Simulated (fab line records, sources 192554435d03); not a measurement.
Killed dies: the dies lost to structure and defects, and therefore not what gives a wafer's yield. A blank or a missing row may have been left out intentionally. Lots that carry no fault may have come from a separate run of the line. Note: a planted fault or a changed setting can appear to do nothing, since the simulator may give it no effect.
Split-lot experiment ; flow n5-finfet ; on a route of 1938 steps: 7 lots, 21 wafers read

## THE SPLIT ITSELF
At N5_SDB_EXPOSE_08 (exposes mask SDB), the setting dose-mj was moved away from the recipe's 49.6 on 8 of the 21 wafers read, by -4.0% to +6.4%. This setting was run at the recipe's value on the other wafers.

## FROM THE SPLIT TO THE READING: what the file shows between them, 2 steps
- N5_SDB_PEB_09: peb time 60 s
- N5_SDB_DEVELOP_10: develop time 30 s

## THE READING
cd-nm, in nm, at N5_SDB_CD_MEAS_11 (target cd 50 nm). A value of 49.4 nm with a standard deviation of 1.2 nm is what fault-free wafers of this fab line usually give.

wafer;tool, chamber at the split;dose-mj as run;against the recipe;cd-nm, nm;against lot-mates on the recipe
L077.1;arfi-scanner-02, 0;52.75;+6.4%;58.6;+10.2
L077.2;arfi-scanner-02, 0;49.6;recipe;48.4;-
L077.6;arfi-scanner-02, 0;52.75;+6.4%;56.1;+7.7
L078.1;arfi-scanner-01, 0;49.6;recipe;49.4;-
L078.2;arfi-scanner-01, 0;49.6;recipe;47.7;-
L078.5;arfi-scanner-01, 0;48.03;-3.2%;45.6;-2.9
L085.1;arfi-scanner-02, 0;49.6;recipe;49.7;-
L085.3;arfi-scanner-02, 0;49.6;recipe;47.6;-
L085.6;arfi-scanner-02, 0;47.61;-4.0%;45.1;-3.6
L086.1;arfi-scanner-03, 0;49.6;recipe;49.3;-
L086.4;arfi-scanner-03, 0;52.22;+5.3%;55.7;+6.1
L086.5;arfi-scanner-03, 0;49.6;recipe;49.9;-
L087.3;arfi-scanner-03, 0;49.6;recipe;48.8;-
L087.5;arfi-scanner-03, 0;49.6;recipe;50.8;-
L087.6;arfi-scanner-03, 0;49.6;recipe;51.9;-
L092.3;arfi-scanner-02, 0;48.11;-3.0%;47.4;-2.0
L092.4;arfi-scanner-02, 0;49.6;recipe;50.0;-
L092.5;arfi-scanner-02, 0;49.6;recipe;48.8;-
L095.3;arfi-scanner-02, 0;49.6;recipe;50.6;-
L095.4;arfi-scanner-02, 0;50.57;+2.0%;54.9;+4.3
L095.5;arfi-scanner-02, 0;50.57;+2.0%;53.2;+2.6

THE FIT
A straight line over all 21 wafers: cd-nm changes by +1.21 nm for each +1% of dose-mj; r = +0.93; the points scatter about the line by 1.3 nm.
The same after taking each lot's own level away (the mean of its wafers on the recipe; 21 wafers): +1.22 nm for each +1%; r = +0.95; scatter 1.1 nm.
The reading moves by 7.7 nm for the largest change in dose-mj, on that fit.
The lots' own levels span 48.40 to 50.60 nm, that is 1.8 times the standard deviation above.
Consequently the slope shifts little with the lot-to-lot level, the two slopes agreeing.
Check: +7.32 nm against its lot-mates is what the line predicts for one of the wafers moved furthest among these (+6.4%) when that wafer is left out of the fit. It came out at +10.2 nm against them.

## THE OTHER SPLITS THESE WAFERS WENT THROUGH
Other splits were also applied to these wafers ahead of the reading. Each is held against what the fit with the lots' levels taken away leaves over:
other split on the same wafers;wafers away from the commonest value;r with cd-nm (lot level and that fit taken away)
N5_PMOS_HMC_CHANNEL_EPI_COAT_03 spin-rpm;5;+0.22
N5_DUMMY_GATE_COAT_28 spin-rpm;7;+0.33
N5_DUMMY_GATE_EXPOSE_12 dose-mj;13;-0.21
N5_SD_EPI_N_EPI_21 temp-c;7;+0.13
N5_SD_EPI_P_COAT_34 spin-rpm;8;-0.13

## THE FILE'S OWN FIT
cd-nm changes by +1.17 nm for each +1% of dose-mj, r = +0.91.
